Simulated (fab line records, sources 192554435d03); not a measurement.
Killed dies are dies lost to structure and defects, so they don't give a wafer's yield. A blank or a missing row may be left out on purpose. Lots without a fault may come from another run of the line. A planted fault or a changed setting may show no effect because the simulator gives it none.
A struck lot beside a sound one | flow n5_finfet | 14 steps out of a route of 1938
Sound: wafers L844.3, L844.4. Struck: wafers L857.2, L857.6. (L857.4 of the same lot was not struck and is left out.) The cause comes at the end.
At each step with rows: each side's tool, then ch and its chambers, then its first start. Under that, the readings that differ: sound wafers | struck wafers | difference of the means | sigmas: that difference in standard deviations of wafers without a fault.
alike: readings whose means differ by less than 2 such deviations, and words and numbers that are the same on both sides. not compared: withheld readings, readings that some wafer has no value for, bounds like >300 that may hide the same value, and numbers for which the record gives no deviation and whose values overlap.
The two part at a step that has a row with sigmas, a row that says differs or no value, or rows on one side only. Numbers that don't overlap but have no deviation are shown without sigmas and don't part them. A reading that every wafer of one side lacks parts them only if that side has two wafers or more.

N5_BEOL_M14_ETCH_67: etches SiARC in CF4, target depth 143 nm, time 238.3 s.
  sound on rie_diel-06 ch 1,2, day 13 06:21; struck on rie_diel-06 ch 0,2, day 16 23:22
  alike: drypump_motor_current_A, etch_rf_on_time_s, mfc_ar_sccm, oes_product_au, rf_vpp_V, showerhead_plenum_p_Torr, throttle_valve_pct
  not compared: rf_hours_counter_h
then, 4 steps without rows for these wafers: N5_BEOL_M14_ETCH_68 (etches SOC in N2/H2, time 450 s); N5_BEOL_M14_STRIP_69 (strips in N2/H2); N5_BEOL_M14_TRENCH_ETCH_34 (etches SiO2 in C4F8/O2/Ar, target depth 556.65 nm, time 126.9 s); N5_BEOL_M14_STRIP_70 (strips in C4F8/O2/Ar).
N5_BEOL_M14_OCD_MEAS_35:
  sound on ocd-02, day 13 06:55; struck on ocd-02, day 16 23:56
  alike: trench_depth_nm
N5_BEOL_M14_STRIP_37: strips in O2.
  sound on rie_diel-02 ch 2,3, day 13 09:21; struck on rie_diel-06 ch 0,1, day 17 02:05
  alike: drypump_motor_current_A, oes_product_au, rf_vpp_V, showerhead_plenum_p_Torr, throttle_valve_pct
  not compared: rf_hours_counter_h
N5_BEOL_M14_ETCH_38: etches SiCN in CF4/N2, target depth 106.5 nm, time 120.6 s.
  sound on rie_diel-02 ch 2,3; struck on rie_diel-06 ch 0,1
  alike: drypump_motor_current_A, mfc_ar_sccm, n2_flow_sccm, oes_product_au, rf_vpp_V, showerhead_plenum_p_Torr, throttle_valve_pct
  not compared: rf_hours_counter_h
then, 3 steps without rows for these wafers: N5_BEOL_M14_PRECLEAN_39 (cleans in residue remover, time 60 s); N5_BEOL_M14_SRD_40 (time 30 s, dry time 30 s); N5_BEOL_M14_DEGAS_41 (time 60 s).
N5_BEOL_M14_PRE_CLEAN_42: time 30 s.
  sound on pvd_sputter-03, day 13 09:52; struck on pvd_sputter-01, day 17 02:46
  alike: heater_power_w
N5_BEOL_M14_SPUTTER_43: material TaN, target thk 15 nm, time 24.19 s.
  sound on pvd_sputter-03, day 13 09:55; struck on pvd_sputter-01, day 17 02:48
  reading                                      | sound       | struck      | difference | sigmas
  cathode_dc_power_W (W)                       | 15002 15001 | 16419 16421 | +1418      | +99 or more
  model.TaN_of_BEOL_M14_SPUTTER_43.thk_nm (nm) | 14.6 14.8   | 16.4 16.4   | +1.7       |
  alike: bias_v, throttle_valve_pct
N5_BEOL_M14_SPUTTER_44: material Ta, target thk 15 nm, time 24.19 s.
  sound on pvd_sputter-03, day 13 09:59; struck on pvd_sputter-01, day 17 02:53
  alike: bias_v, cathode_dc_power_W, throttle_valve_pct

WHERE THEY PART
Only at N5_BEOL_M14_SPUTTER_43, within this record. Later steps at which nothing parts them and some readings are alike: N5_BEOL_M14_SPUTTER_44.

WHY: what the simulator had put in
Process parameter drift: pvd_sputter-01, from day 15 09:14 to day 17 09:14, at N5_BEOL_M14_SPUTTER_43. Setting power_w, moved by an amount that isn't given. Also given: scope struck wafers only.
